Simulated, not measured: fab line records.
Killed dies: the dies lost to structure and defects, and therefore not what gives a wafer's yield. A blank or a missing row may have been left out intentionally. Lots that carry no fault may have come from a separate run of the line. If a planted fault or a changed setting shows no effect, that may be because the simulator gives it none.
fab line records	flow n5_finfet
[record] lots = 6	wafers = 18	last_day = 17
route steps=1938 shown BEOL_M0_SAQP@656 BEOL_M4@1111 PASSIVATION@1936
lots that met no fault: taken from a fault-free run of the same line
start_h: the number of hours between the record's first day and the start of the first shown wafer of the lot	wait_h: hours from the lot's prior step to this one	" repeats the value in the row above	L1.1+2: several wafers, shown together as one row	- no value present, or no start provided	* or withheld: withheld	< > ~ a bound
route shown NAME@n: names a module that has steps shown in the file, with the first one's number in the route	usual: average and standard deviation across the fault-free wafers	same: alike in all rows	chamber/n: place in a boat	sites: each site's reading	_std_site: their standard deviation	_edge_site: mean of outer sites minus mean of inner sites	radius_mm: for every site, how far away it sits from the centre of the wafer	mask NAME#n: copy n	behind: the tool/chamber that last shaped the wafer	hold: reason for holding the lot/hours on hold/outcome of the hold	device: transistor that didn't switch, given as n, p or np	end of line: tests run on the same wafers once the route is complete	a step with no rows: only its recipe	killed: not the wafer's yield, but the dies lost to structure and defects at the first sort	map: per-die view of a wafer (x killed, . not killed, _ where there is no die)
set.NAME: the setting that was run; set.NAME@STEP: the one run at that earlier step	model.NAME: the simulator's own value behind a step, which no gauge read
lots at selected steps of the route; one table per step, one row per wafer
services: the hour from which a tool's chamber was out of use, counted from the record's first day as start_h (under 0 if before that day), plus the number of hours and why
[[steps]]
[step N5_BEOL_M0_SAQP_HM_OPEN_112]
[recipe] chemistry = CHF3/O2	target = SiO2	stop_on = a-Si	target_depth_a = 120	over_etch_frac = 1.25	mask_material = SOC	time_s = 13.5	pressure_mtorr = 30	source_w = 650	bias_w = 170	Ar_flow_sccm = 200	CHF3_flow_sccm = 50	O2_flow_sccm = 5	ion_energy_ev = 200	ends = end_point
[usual] drypump_motor_current_A = 5.85/0.23	oes_product_au = 0.50/0.046	rf_vpp_V = 522/9.7	showerhead_plenum_p_Torr = 2.39/0.086	throttle_valve_pct = 18.98/0.19
lot.wafer	tool	chamber	start_h	wait_h	drypump_motor_current_A	oes_product_au	rf_hours_counter_h	rf_vpp_V	showerhead_plenum_p_Torr	throttle_valve_pct
L144.3	rie_diel-03	3	119.66	0.0	5.77	0.44	236	528	2.30	19.01
L144.5	"	0	"	"	6.25	0.48	-	536	2.40	19.05
L144.6	"	3	"	"	5.80	0.45	-	530	2.30	19.00
L148.3	rie_diel-03	3	138.51	0.0	5.80	0.45	241	530	2.29	19.01
L148.5	"	2	"	"	5.74	0.51	-	538	2.50	18.87
L148.6	"	1	"	"	5.61	0.50	-	515	2.32	18.95
L156.3	rie_diel-04	3	184.22	0.0	6.20	0.49	177	521	2.40	19.13
L156.4	"	3	"	"	6.20	0.49	-	522	2.40	19.14
L156.6	"	1	"	"	6.02	0.55	-	517	2.35	18.58
L157.1	rie_diel-05	0	189.11	0.0	5.82	0.45	229	518	2.38	19.27
L157.2	"	1	"	"	5.67	0.45	244	512	2.38	18.92
L157.5	"	1	"	"	5.66	0.45	-	513	2.38	18.91
L160.2	rie_diel-04	2	212.38	0.0	5.66	0.60	8	517	2.58	18.61
L160.3	"	3	"	"	6.22	0.48	185	521	2.40	19.15
L160.6	"	2	"	"	5.65	0.60	-	517	2.58	18.61
L163.1	rie_diel-03	1	236.84	0.0	5.55	0.48	191	517	2.31	18.99
L163.4	"	2	"	"	5.74	0.49	171	537	2.48	18.92
L163.5	"	1	"	"	5.58	0.48	-	516	2.31	18.98
[step N5_BEOL_M0_SAQP_STRIP_113]
[recipe] chemistry = CHF3/O2	resist = SiARC	rf_frequency_hz = 6e+07
[step N5_BEOL_M0_SAQP_MANDREL_ETCH_20]
[recipe] target_depth_a = 600	chemistry = HBr/Cl2	target = a-Si	stop_on = SiNx	bt_time_s = 10	mask_material = SOC	over_etch_frac = 0.5	time_s = 30	pressure_mtorr = 10	icp_w = 800	bias_w = 75	HBr_flow_sccm = 150	Cl2_flow_sccm = 80	ends = end_point
[step N5_BEOL_M0_SAQP_STRIP_86]
[recipe] chemistry = N2/H2	power_w = 500	temp_c = 40	pressure_mtorr = 50	rf_frequency_hz = 6e+07	overash_fraction = 0.3	bias_power_w = 28	h2_frac = 0.5	n2_flow_sccm = 300	h2_flow_sccm = 300
[usual] drypump_motor_current_A = 5.87/0.25	oes_product_au = 0.77/0.077	rf_vpp_V = 121.8/1.5	showerhead_plenum_p_Torr = 3.33/0.13	throttle_valve_pct = 19.1/0.33
[same] overash_fraction = 0.3
lot.wafer	tool	chamber	start_h	wait_h	drypump_motor_current_A	oes_product_au	rf_hours_counter_h	rf_vpp_V	showerhead_plenum_p_Torr	throttle_valve_pct
L144.3	rie_diel-03	0	119.85	0.1	6.28	0.74	160	121.7	3.35	19.3
L144.5	"	0	"	"	6.28	0.74	-	123.6	3.35	19.3
L144.6	"	3	"	"	5.83	0.68	-	119.8	3.18	19.1
L148.3	rie_diel-03	0	138.70	0.1	6.26	0.74	165	121.3	3.35	19.3
L148.5	"	3	"	"	5.77	0.68	-	122.7	3.17	19.1
L148.6	"	0	"	"	6.28	0.74	-	123.2	3.35	19.3
L156.3	rie_diel-04	2	184.40	0.1	5.64	0.97	0	123.2	3.57	18.3
L156.4	"	1	"	"	6.01	0.86	81	123.4	3.28	18.8
L156.6	"	1	"	"	6.02	0.85	-	122.6	3.28	18.8
L157.1	rie_diel-04	3	189.40	0.2	6.21	0.74	179	119.6	3.36	19.1
L157.2	"	2	"	"	5.62	0.95	2	122.8	3.57	18.3
L157.5	"	0	"	"	5.51	0.71	-	119.8	3.19	19.1
L160.2	rie_diel-05	3	212.56	0.1	6.02	0.74	161	120.1	3.21	18.8
L160.3	"	0	"	"	5.83	0.69	236	120.4	3.31	19.3
L160.6	"	0	"	"	5.83	0.67	-	122.3	3.31	19.3
L163.1	rie_diel-04	0	237.18	0.2	5.53	0.72	203	119.9	3.19	19.1
L163.4	"	3	"	"	6.22	0.74	191	122.5	3.35	19.1
L163.5	"	0	"	"	5.56	0.72	-	121.4	3.19	19.1
[step N5_BEOL_M0_SAQP_STRIP_115]
[recipe] chemistry = post_etch_residue_remover	time_s = 60	temp_c = 25	remover_ph = withheld	remover_water_wt_pct = withheld	remover_fluoride_wt_pct = withheld
[step N5_BEOL_M0_SAQP_SRD_93]
[recipe] dry = ipa_marangoni	time_s = 30	temp_c = 23	rinse_liquid = diw
[step N5_BEOL_M0_SAQP_RECESS_114]
[recipe] chemistry = HF/NH3	target = SiO2	target_depth_a = 144	afs_cycles = 3	temp_c = 30	sublimation_temp_c = 180	sublimation_time_s = 60
[usual] drypump_motor_current_A = 6.14/0.22	foreline_p_Torr = 0.1281/0.00051
lot.wafer	tool	chamber	start_h	wait_h	drypump_motor_current_A	foreline_p_Torr
L144.3	vapor_etch-02	0	120.10	0.1	5.89	0.1295
L144.5	"	1	"	"	6.45	0.1280
L144.6	"	0	"	"	5.89	0.1287
L148.3	vapor_etch-02	0	139.22	0.4	5.89	0.1286
L148.5	"	0	"	"	5.88	0.1279
L148.6	"	1	"	"	6.42	0.1277
L156.3	vapor_etch-02	1	184.98	0.5	6.36	0.1283
L156.4	"	0	"	"	5.89	0.1282
L156.6	"	1	"	"	6.40	0.1281
L157.1	vapor_etch-01	1	189.53	0.0	6.18	0.1284
L157.2	"	0	"	"	6.05	0.1275
L157.5	"	0	"	"	6.05	0.1275
L160.2	vapor_etch-02	1	212.73	0.0	6.46	0.1285
L160.3	"	1	"	"	6.44	0.1275
L160.6	"	0	"	"	5.88	0.1287
L163.1	vapor_etch-02	0	237.35	0.0	5.89	0.1269
L163.4	"	1	"	"	6.46	0.1296
L163.5	"	0	"	"	5.89	0.1280
[step N5_BEOL_M0_SAQP_SPACER1_ALD_98]
[recipe] material = SiO2	target_thk_a = 128	temp_c = 300	ald_precursor_family = BDEAS	ald_co_reactant = O2-plasma	pulse_time_s = 1	purge_time_s = 2	co_reactant_purge_time_s = 2	ald_cycles = 138	pressure_torr = 2
[usual] heater_power_outer_w = 275/55	heater_power_w = 484/86	precursor_pulse_height_rel = 1.000/0.02
[same] pulse_time_s = 1
lot.wafer	tool	chamber	start_h	wait_h	heater_power_outer_w	heater_power_w	precursor_pulse_height_rel	since_wet_clean_h
L144.3	ald_sin-04	1	120.50	0.3	213	392	0.994	310
L144.5	"	1	"	"	214	399	1.021	-
L144.6	"	2	"	"	228	399	1.021	-
L148.3	ald_sin-03	3	139.58	0.2	296	493	1.007	40
L148.5	"	2	"	"	306	547	0.972	-
L148.6	"	1	"	"	373	638	0.980	-
L156.3	ald_sin-03	2	185.55	0.5	310	540	1.037	86
L156.4	"	0	"	"	223	386	0.996	86
L156.6	"	0	"	"	223	373	0.984	-
L157.1	ald_sin-03	2	190.46	0.8	310	549	1.019	91
L157.2	"	0	"	"	223	374	0.988	91
L157.5	"	2	"	"	309	544	0.988	-
L160.2	ald_sin-04	1	213.11	0.3	212	388	1.004	22
L160.3	"	3	"	"	243	475	1.009	22
L160.6	"	2	"	"	237	397	1.020	-
L163.1	ald_sin-03	1	237.74	0.3	376	622	1.020	139
L163.4	"	0	"	"	219	375	1.004	139
L163.5	"	0	"	"	224	378	0.993	-
[step N5_BEOL_M0_SAQP_SPACER1_ETCHBACK_99]
[recipe] chemistry = CHF3/O2	mode = anisotropic_etchback	target = SiO2	target_depth_a = 154	time_s = 7.7	pressure_mtorr = 30	source_w = 650	bias_w = 170	Ar_flow_sccm = 200	CHF3_flow_sccm = 50	O2_flow_sccm = 5	ion_energy_ev = 200
[step N5_BEOL_M0_SAQP_MANDREL1_REMOVE_100]
[recipe] chemistry = HBr/Cl2/O2	bt_time_s = 10	target = a-Si	stop_on = SiNx	endpoint = OES-SiCl	over_etch_frac = 0.85	icp_w = 600	bias_w = 30	HBr_flow_sccm = 150	Cl2_flow_sccm = 80	O2_flow_sccm = 5	pressure_mtorr = 10
[step N5_BEOL_M0_SAQP_CD_MEAS_25]
[recipe] target_cd_nm = 13.1	landing_energy_ev = 1000	detector = se_inlens
[usual] cd_nm = 12.83/0.23
lot.wafer	tool	chamber	start_h	wait_h	cd_nm
L144.3	cd_sem-01	0	121.18	0.1	12.86
L144.5	"	0	"	"	13.21
L144.6	"	0	"	"	13.03
L148.3	cd_sem-03	0	140.25	0.1	13.12
L148.5	"	0	"	"	12.60
L148.6	"	0	"	"	12.67
L156.3	cd_sem-01	0	186.25	0.1	12.82
L156.4	"	0	"	"	12.87
L156.6	"	0	"	"	12.74
L157.1	cd_sem-01	0	191.28	0.1	12.55
L157.2	"	0	"	"	13.28
L157.5	"	0	"	"	12.90
L160.2	cd_sem-02	0	213.98	0.1	13.35
L160.3	"	0	"	"	12.89
L160.6	"	0	"	"	13.18
L163.1	cd_sem-02	0	238.41	0.1	12.59
L163.4	"	0	"	"	13.22
L163.5	"	0	"	"	12.70
[step N5_BEOL_M0_SAQP_ETCH_101]
[recipe] chemistry = CH3F/O2	target = SiNx	mask_material = SiO2	target_depth_a = 299	time_s = 42.7	pressure_mtorr = 30	source_w = 395	bias_w = 73	Ar_flow_sccm = 150	CH3F_flow_sccm = 30	O2_flow_sccm = 20	ion_energy_ev = 120
[step N5_BEOL_M0_SAQP_ETCH_102]
[recipe] chemistry = CF4	target = SiO2	target_depth_a = 40	ion_energy_ev = 350	time_s = 4.4	pressure_mtorr = 10	icp_w = 800	bias_w = 400	cf4_flow_sccm = 80
[usual] drypump_motor_current_A = 5.7/0.41	he_backside_leak_sccm = 2.7/0.32	oes_product_au = 1.010/0.02	throttle_valve_pct = 21.74/0.14
lot.wafer	tool	chamber	start_h	wait_h	drypump_motor_current_A	he_backside_leak_sccm	oes_product_au	rf_hours_counter_h	throttle_valve_pct	model.etch.depth_nm
L144.3	rie_si-06	1	121.32	0.1	5.7	2.5	1.015	141	21.76	4.015
L144.5	"	3	"	"	6.3	2.6	0.992	-	21.74	4.002
L144.6	"	0	"	"	5.5	2.6	1.015	-	21.82	4.152
L148.3	rie_si-06	1	140.39	0.1	5.7	2.8	1.029	142	21.76	4.097
L148.5	"	1	"	"	5.7	2.5	1.018	-	21.75	4.033
L148.6	"	0	"	"	5.5	2.6	1.025	-	21.82	4.173
L156.3	rie_si-06	1	186.40	0.1	5.6	2.5	1.287	142	21.85	5.668
L156.4	"	0	"	"	5.5	2.6	1.288	10	21.90	5.799
L156.6	"	3	"	"	6.3	2.5	1.248	-	21.81	5.621
L157.1	rie_si-06	3	191.45	0.1	6.3	2.5	1.240	2	21.83	5.615
L157.2	"	0	"	"	5.4	2.5	1.294	10	21.90	5.847
L157.5	"	1	"	"	5.7	2.6	1.290	-	21.84	5.777
L160.2	rie_si-03	3	214.12	0.1	6.1	2.6	1.000	4	21.54	3.984
L160.3	"	1	"	"	5.0	2.4	1.045	35	21.71	4.225
L160.6	"	2	"	"	5.7	2.4	1.023	-	21.59	4.212
L163.1	rie_si-03	2	238.57	0.1	5.7	2.5	1.015	41	21.60	4.131
L163.4	"	2	"	"	5.7	2.4	1.013	-	21.59	4.129
L163.5	"	3	"	"	6.1	2.6	0.997	-	21.56	3.961
[step N5_BEOL_M0_SAQP_MANDREL_ETCH_103]
[recipe] chemistry = HBr/Cl2	target = a-Si	target_depth_a = 450	bt_time_s = 10	stop_on = SiCN	mask_material = SiO2	over_etch_frac = 0.8	time_s = 27	pressure_mtorr = 10	icp_w = 800	bias_w = 75	HBr_flow_sccm = 150	Cl2_flow_sccm = 80	ends = end_point
[usual] drypump_motor_current_A = 5.7/0.41	he_backside_leak_sccm = 2.7/0.3	oes_product_au = 0.683/0.0095	throttle_valve_pct = 35.49/0.27
lot.wafer	tool	chamber	start_h	wait_h	drypump_motor_current_A	he_backside_leak_sccm	oes_product_au	rf_hours_counter_h	throttle_valve_pct
L144.3	rie_si-06	1	121.35	0.0	5.7	2.6	0.690	141	35.57
L144.5	"	3	"	"	6.3	2.3	0.680	-	35.48
L144.6	"	0	"	"	5.5	2.6	0.688	-	35.34
L148.3	rie_si-06	1	140.43	0.0	5.7	2.7	0.677	142	35.61
L148.5	"	1	"	"	5.6	2.4	0.691	-	35.58
L148.6	"	0	"	"	5.5	2.5	0.690	-	35.35
L156.3	rie_si-06	1	186.43	0.0	5.7	2.5	0.687	142	35.60
L156.4	"	0	"	"	5.5	2.5	0.695	10	35.34
L156.6	"	3	"	"	6.3	2.6	0.685	-	35.49
L157.1	rie_si-06	3	191.49	0.0	6.3	2.4	0.669	2	35.53
L157.2	"	0	"	"	5.5	2.7	0.673	10	35.37
L157.5	"	1	"	"	5.7	2.5	0.698	-	35.58
L160.2	rie_si-03	3	214.15	0.0	6.1	2.8	0.680	4	34.85
L160.3	"	1	"	"	5.0	2.3	0.688	35	35.79
L160.6	"	2	"	"	5.7	2.5	0.679	-	35.27
L163.1	rie_si-03	2	238.60	0.0	5.7	2.3	0.667	41	35.29
L163.4	"	2	"	"	5.7	2.4	0.678	-	35.28
L163.5	"	3	"	"	6.1	2.8	0.698	-	34.82
[step N5_BEOL_M4_RC_MEAS_101]
[usual] DIBL_N = 36.8/1.5	DIBL_P = 37.1/2.1	IOFF_N = 0.168/0.03	IOFF_P = 0.22/0.034	ION_N = 679/12	ION_P = 466/8	SS_N = 71.7/0.58	SS_P = 73.5/0.67	VT_N = 248.8/2.7	VT_P = -250/3.3
lot.wafer	tool	chamber	start_h	wait_h	DIBL_N[mV/V]	DIBL_P[mV/V]	IOFF_N[nA/um]	IOFF_P[nA/um]	ION_N[uA/um]	ION_P[uA/um]	SS_N[mV/dec]	SS_P[mV/dec]	VT_N[mV]	VT_P[mV]
L144.3	prober-01	0	170.95	0.3	37.1	38.3	0.189	0.25	681	461	71.5	73.4	245.9	-247
L144.5	"	0	"	"	37.0	37.9	0.182	0.25	684	467	71.4	74.3	248.8	-247
L144.6	"	0	"	"	38.0	39.9	0.210	0.28	692	471	71.4	74.6	246.4	-245
L148.3	prober-01	0	186.07	0.3	36.4	35.5	0.150	0.21	674	466	71.7	72.3	249.1	-250
L148.5	"	0	"	"	37.0	36.5	0.167	0.23	669	464	72.5	73.1	249.3	-250
L148.6	"	0	"	"	36.4	36.1	0.147	0.21	665	460	71.9	73.1	252.4	-249
L156.3	prober-02	0	242.43	0.3	35.3	34.2	0.149	0.21	673	464	71.8	72.7	248.9	-249
L156.4	"	0	"	"	35.9	35.8	0.159	0.23	668	469	71.9	73.7	250.9	-249
L156.6	"	0	"	"	36.5	35.2	0.171	0.22	677	461	71.6	73.3	247.4	-247
L157.1	prober-02	0	246.51	0.0	36.5	35.4	0.151	0.23	669	462	72.3	74.0	251.1	-251
L157.2	"	0	"	"	35.9	33.7	0.133	0.20	658	460	71.4	73.4	252.0	-249
L157.5	"	0	"	"	35.8	34.1	0.135	0.20	660	457	71.8	73.0	253.2	-251
L160.2	prober-01	0	269.53	0.2	35.7	37.3	0.140	0.22	669	465	71.0	73.1	252.1	-249
L160.3	"	0	"	"	37.0	36.8	0.149	0.20	669	455	71.8	73.3	252.0	-251
L160.6	"	0	"	"	37.8	39.1	0.178	0.24	679	470	71.1	74.2	249.1	-249
L163.1	prober-02	0	294.46	0.0	38.6	37.1	0.166	0.19	668	448	72.1	74.1	251.5	-256
L163.4	"	0	"	"	36.1	33.6	0.122	0.14	654	441	71.7	72.8	254.6	-260
L163.5	"	0	"	"	38.1	36.7	0.153	0.17	668	449	72.3	73.7	252.0	-260
[step N5_PASSIVATION_PROBE_49]
[usual] defect_limited_yield = 91.0/1.5	killed_at_M0_to_M3 = 34/11	killed_at_M4_up = 14/5.3	killed_at_contacts = 13/7	killed_at_front_end = 41/13	killed_at_other = 4/3.1	killed_dies = 106/17	killed_open = 70/12	killed_short = 35/8	sort_bin_5_function = 5.2/0.98	sort_bin_6_memory = 3.4/0.69	sort_bin_8_speed = 0.00/0.007	sort_n_pass = 1074/17	sort_yield_pct = 91.0/1.5
[same] gross_dies = 1180	killed_at_back_side = 0	sort_bin_4_leakage[%] = 0
lot.wafer	tool	chamber	start_h	wait_h	defect_limited_yield[%]	killed_at_M0_to_M3	killed_at_M4_up	killed_at_contacts	killed_at_front_end	killed_at_other	killed_dies	killed_open	killed_short	sort_bin_5_function[%]	sort_bin_6_memory[%]	sort_bin_8_speed[%]	sort_n_pass	sort_yield_pct[%]
L144.3	prober-02	-	267.24	0.1	93.2	15	16	19	27	3	80	55	25	4.0	2.6	0	1100	93.2
L144.5	prober-02	-	267.34	0.2	93.1	32	14	10	25	1	82	56	24	3.9	2.6	0	1098	93.1
L144.6	prober-02	-	267.39	0.3	92.5	22	20	18	28	1	89	56	25	3.8	3.1	0	1091	92.5
L157.1	prober-02	-	348.97	0.0	89.2	60	11	19	37	0	127	87	39	6.4	4.1	0	1053	89.2
L157.5	prober-02	-	349.17	0.2	92.5	37	14	18	13	6	88	63	25	4.2	3.0	0	1092	92.5
// killed by level:class
L144.3 MOL_CONTACT_COAG:geometric_particle:open=15 FIN_SAQP:geometric_particle:open=7 BEOL_M4:geometric_particle:open=7 BEOL_M0_SAQP:geometric_particle:open=6 FIN_SAQP:geometric_particle:short=4 MOL_CONTACT_COAG:geometric_particle:short=4 BEOL_M1:geometric_particle:open=4 BEOL_M0_SAQP:geometric_particle:short=3
L144.5 BEOL_M0_SAQP:geometric_particle:open=12 MOL_CONTACT_COAG:geometric_particle:open=10 FIN_SAQP:geometric_particle:short=7 BEOL_M2:geometric_particle:open=7 BEOL_M0_SAQP:geometric_particle:short=5 FIN_SAQP:geometric_particle:open=4 BEOL_M3:geometric_particle:short=3 BEOL_M5:geometric_particle:open=3
L144.6 MOL_CONTACT_COAG:geometric_particle:open=14 BEOL_M0_SAQP:geometric_particle:short=8 FIN_SAQP:geometric_particle:open=6 FIN_SAQP:geometric_particle:short=6 BEOL_M0_SAQP:geometric_particle:open=6 BEOL_M4:geometric_particle:open=6 HKMG_FIN:area_etch=5 MOL_CONTACT_COAG:geometric_particle:short=4
L157.1 MOL_CONTACT_COAG:geometric_particle:open=17 BEOL_M0_SAQP:geometric_particle:short=17 STI_FIN_REVEAL:geometric_particle:open=14 BEOL_M3:geometric_particle:open=14 BEOL_M0_SAQP:geometric_particle:open=9 BEOL_M4:geometric_particle:open=7 BEOL_M0:geometric_particle:open=6 BEOL_M2:geometric_particle:open=5
L157.5 MOL_CONTACT_COAG:geometric_particle:open=18 BEOL_M0_SAQP:geometric_particle:open=13 BEOL_M0_SAQP:geometric_particle:short=7 BEOL_M1:geometric_particle:short=6 DUMMY_GATE:geometric_particle:open=4 BEOL_M4:geometric_particle:open=4 STARTING-WAFER:geometric_particle:short=4 STI_FIN_REVEAL:geometric_particle:open=3
[[services]]
tool	chamber	start_h	hours	kind
rie_diel-05	-	97.29	2.8	pm
ald_sin-03	0	99.32	-	clean
ald_sin-03	1	99.32	-	clean
rie_si-03	3	101.59	13.9	repair
vapor_etch-01	-	102.34	1.2	repair
vapor_etch-01	0	113.35	4.4	repair
ald_sin-04	-	115.62	1.8	repair
rie_diel-05	2	156.09	5.9	repair
rie_diel-03	-	158.81	0.4	repair
rie_si-06	-	163.30	0.8	repair
rie_diel-04	2	166.33	-	clean
rie_diel-04	2	166.33	-	consumable_replace:esc
rie_diel-04	2	166.33	-	consumable_replace:focus_ring
rie_diel-04	2	166.33	-	consumable_replace:showerhead
rie_diel-04	2	166.33	17.8	scheduled_down
rie_diel-04	2	166.33	17.8	vent_cycle
rie_diel-03	3	173.66	-	clean
rie_diel-03	3	173.66	-	consumable_replace:focus_ring
rie_diel-03	3	173.66	-	consumable_replace:showerhead
rie_diel-03	3	173.66	21.4	scheduled_down
rie_diel-03	3	173.66	21.4	vent_cycle
ald_sin-04	-	176.82	14.0	pm
rie_diel-04	-	234.11	1.7	repair
rie_si-03	0	238.15	3.5	repair
[[key]]
[first_sign] step = N5_BEOL_M0_SAQP_ETCH_102	reading = oes_product_au	direction = up	sigmas = 13	usual = 1.010	struck = 1.274
effect none on later readings
[model_effect] step = N5_BEOL_M0_SAQP_ETCH_102	value = etch.depth_nm	without = 4.099	struck = 5.721
met_at N5_BEOL_M0_SAQP_ETCH_102
struck_wafers L156.3,L156.4,L156.6,L157.1,L157.2,L157.5
onset_between 140.39 186.40
[fault] kind = process_parameter_drift	tool = rie_si-06	chamber = -	onset_h = 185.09	steps = N5_BEOL_M0_SAQP_ETCH_102	channel = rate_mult	offset = 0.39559	shape = step	end_h = 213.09
